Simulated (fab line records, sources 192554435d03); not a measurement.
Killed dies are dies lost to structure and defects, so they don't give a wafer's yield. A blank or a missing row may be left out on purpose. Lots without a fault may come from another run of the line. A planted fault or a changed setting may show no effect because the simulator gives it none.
One fault seen from 3 desks | flow n5_finfet | each desk has only its own numbers; what lay behind them comes last

THE METROLOGY DESK
What the gauges read, lot by lot, whatever tool the lot ran on: means of the sampled wafers that have a number. A lot is out of limits, marked OUT, if its mean lies more than 4 standard deviations from the usual mean; the brackets give that distance. Of its 10 readings 7 are shown: those that lie furthest out on some lot.
Columns: A = DIBL_P at N5_BEOL_M4_RC_MEAS_101, usual 35.9 mV/V; B = IOFF_N at N5_BEOL_M4_RC_MEAS_101, usual 0.152 nA/um; C = IOFF_P at N5_BEOL_M4_RC_MEAS_101, usual 0.21 nA/um; D = ION_N at N5_BEOL_M4_RC_MEAS_101, usual 672 uA/um; E = SS_N at N5_BEOL_M4_RC_MEAS_101, usual 71.5 mV/dec; F = VT_N at N5_BEOL_M4_RC_MEAS_101, usual 250 mV; G = VT_P at N5_BEOL_M4_RC_MEAS_101, usual -250 mV
lot  | first seen here | A    | B     | C    | D   | E    | F   | G
L718 | day 8 04:01     | 36.3 | 0.153 | 0.22 | 674 | 71.6 | 250 | -248
L721 | day 8 10:41     | 33.3 | 0.123 | 0.16 | 665 | 70.9 | 255 | -256
L720 | day 8 10:56     | 36.5 | 0.162 | 0.23 | 677 | 71.7 | 248 | -247
L723 | day 9 10:22     | 34.5 | 0.150 | 0.21 | 667 | 71.1 | 249 | -248
L724 | day 10 03:01    | 38.5 | 0.163 | 0.20 | 677 | 71.0 | 252 | -253
L727 | day 10 14:59    | 36.3 | 0.163 | 0.22 | 681 | 71.1 | 248 | -248
L731 | day 11 04:14    | 33.2 | 0.119 | 0.17 | 657 | 70.8 | 252 | -252
L737 | day 12 21:50    | 38.4 | 0.172 | 0.24 | 683 | 71.5 | 249 | -249
L738 | day 13 01:29    | 34.9 | 0.142 | 0.22 | 667 | 71.4 | 251 | -247
L740 | day 13 15:20    | 35.5 | 0.148 | 0.22 | 682 | 71.5 | 249 | -248
This desk's finding: nothing out of limits on any of the 10 lots.

THE DEFECT DESK
What the inspections along the route counted, lot by lot: means of the sampled wafers that have a number. A lot is out of limits, marked OUT, if its mean lies more than 4 standard deviations from the usual mean; the brackets give that distance.
Columns: A = raw_defect_count at N5_BEOL_M4_INSPECT_30, usual 426
lot  | first seen here | A
L718 | day 7 11:11     | 400
L721 | day 8 04:32     | 573
L720 | day 8 04:53     | 432
L723 | day 9 02:58     | 436
L724 | day 9 16:52     | 314
L727 | day 10 07:39    | 405
L731 | day 10 21:45    | 508
L737 | day 12 11:53    | 1403 (+10) OUT
L738 | day 12 17:22    | 1429 (+11) OUT
L740 | day 13 08:19    | 359
This desk's finding: out of limits on L737, L738; first on L737, day 12 11:53 (raw_defect_count at N5_BEOL_M4_INSPECT_30). In limits: L718, L721, L720, L723, L724, L727, L731, L740.

THE TOOL OWNER'S DESK: rie_diel-04
The tool's own readings at N5_BEOL_M4_STRIP_66 (strips in CF4): means of the sampled wafers that have a number, for each lot that ran on this tool. A lot is out of limits, marked OUT, if its mean lies more than 4 standard deviations from the usual mean; the brackets give that distance.
Columns: A = chamber_pressure_mTorr at N5_BEOL_M4_STRIP_66, usual 50.00 mTorr; B = drypump_motor_current_A at N5_BEOL_M4_STRIP_66, usual 5.5 A; C = oes_product_au at N5_BEOL_M4_STRIP_66, usual 0.80 a.u.; D = rf_vpp_V at N5_BEOL_M4_STRIP_66, usual 270.9 V; E = showerhead_plenum_p_Torr at N5_BEOL_M4_STRIP_66, usual 1.78 Torr; F = throttle_valve_pct at N5_BEOL_M4_STRIP_66, usual 13.53 %
lot  | first seen here | A     | B   | C    | D     | E    | F
L721 | day 8 03:46     | 50.04 | 5.3 | 0.78 | 270.1 | 1.79 | 13.68
L723 | day 9 02:11     | 49.97 | 5.4 | 0.85 | 271.4 | 1.78 | 13.47
L737 | day 12 11:08    | 50.02 | 5.4 | 0.87 | 270.3 | 1.75 | 13.30
L738 | day 12 16:42    | 50.00 | 5.4 | 0.85 | 271.3 | 1.74 | 13.29
This desk's finding: nothing out of limits on any of the 4 lots.

PUT TOGETHER
The defect desk could have raised an alarm at day 12 11:53, on L737, L738.
The metrology desk saw nothing out of limits.
The tool owner's desk saw nothing out of limits.
The metrology desk has L737, L738 on record, within its limits.
The tool owner's desk has L737, L738 on record, within its limits.
Of the lots named, all ran N5_BEOL_M4_STRIP_66 on rie_diel-04.

WHAT THE SIMULATOR HAD PUT IN
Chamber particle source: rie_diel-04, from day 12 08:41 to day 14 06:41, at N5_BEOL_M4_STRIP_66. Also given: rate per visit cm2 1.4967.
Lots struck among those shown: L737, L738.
Hours from the fault's start to each desk's first reading out of limits: the defect desk, 3.
